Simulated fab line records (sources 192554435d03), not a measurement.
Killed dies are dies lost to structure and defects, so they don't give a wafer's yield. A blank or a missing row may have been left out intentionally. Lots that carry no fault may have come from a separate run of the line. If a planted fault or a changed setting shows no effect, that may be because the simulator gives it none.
Chamber matching | flow n5-finfet | N5_BEOL_M8_CMP_52 on cmp-01 has 4 sister chambers
The step polishes, stops on SiCOH lowk, t overpolish 6.9 s, target thk 80 nm. 4 wafers are shown with their chamber, then 10 later ones without.

== WAFERS PAIRED WITH THEIR CHAMBERS ==
wafer  | chamber | motor-current-A (A)
L087.3 | 3       | 6.1
L090.5 | 2       | 6.2
L091.2 | 1       | 6.8
L091.3 | 0       | 6.9

== WAFERS WITH NO CHAMBER GIVEN ==
wafer  | motor-current-A (A)
L091.4 | 6.1
L089.3 | 6.8
L089.5 | 6.1
L089.6 | 6.7
L093.1 | 6.3
L093.3 | 6.7
L093.4 | 6.7
L086.3 | 5.8
L086.4 | 5.9
L086.5 | 6.4

== THE CHAMBER EACH PASSED THROUGH ==
wafer  | from the rows above          | in truth
L091.4 | can't be placed: 3 or 2      | 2
L089.3 | can't be placed: 1 or 0      | 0
L089.5 | can't be placed: 3 or 2      | 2
L089.6 | can't be placed: 1 or 0      | 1
L093.1 | can't be placed: 2 or 3      | 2
L093.3 | can't be placed: 1 or 0      | 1
L093.4 | can't be placed: 1 or 0      | 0
L086.3 | can't be placed: 3 or 2      | 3
L086.4 | can't be placed: 3 or 2      | 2
L086.5 | can't be placed: 2 or 3 or 1 | 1
Correct placement for 0 of the 10. Not placeable from these rows: 10 (in 10, the candidates include the true chamber). Wrongly placed: 0.
How it was worked out, from the rows above alone: a wafer's distance from a chamber is the root of the sum, over the readings, of the square of ((its reading less the chamber's mean) divided by the reading's scatter). The wafer belongs to the nearest chamber; if the next one is less than 2 further off, it can't be placed. A chamber's mean is the mean of its shown wafers. The scatter: with one shown wafer a chamber, the root of the mean of the squares of how far each hidden wafer lies from its nearest shown one.
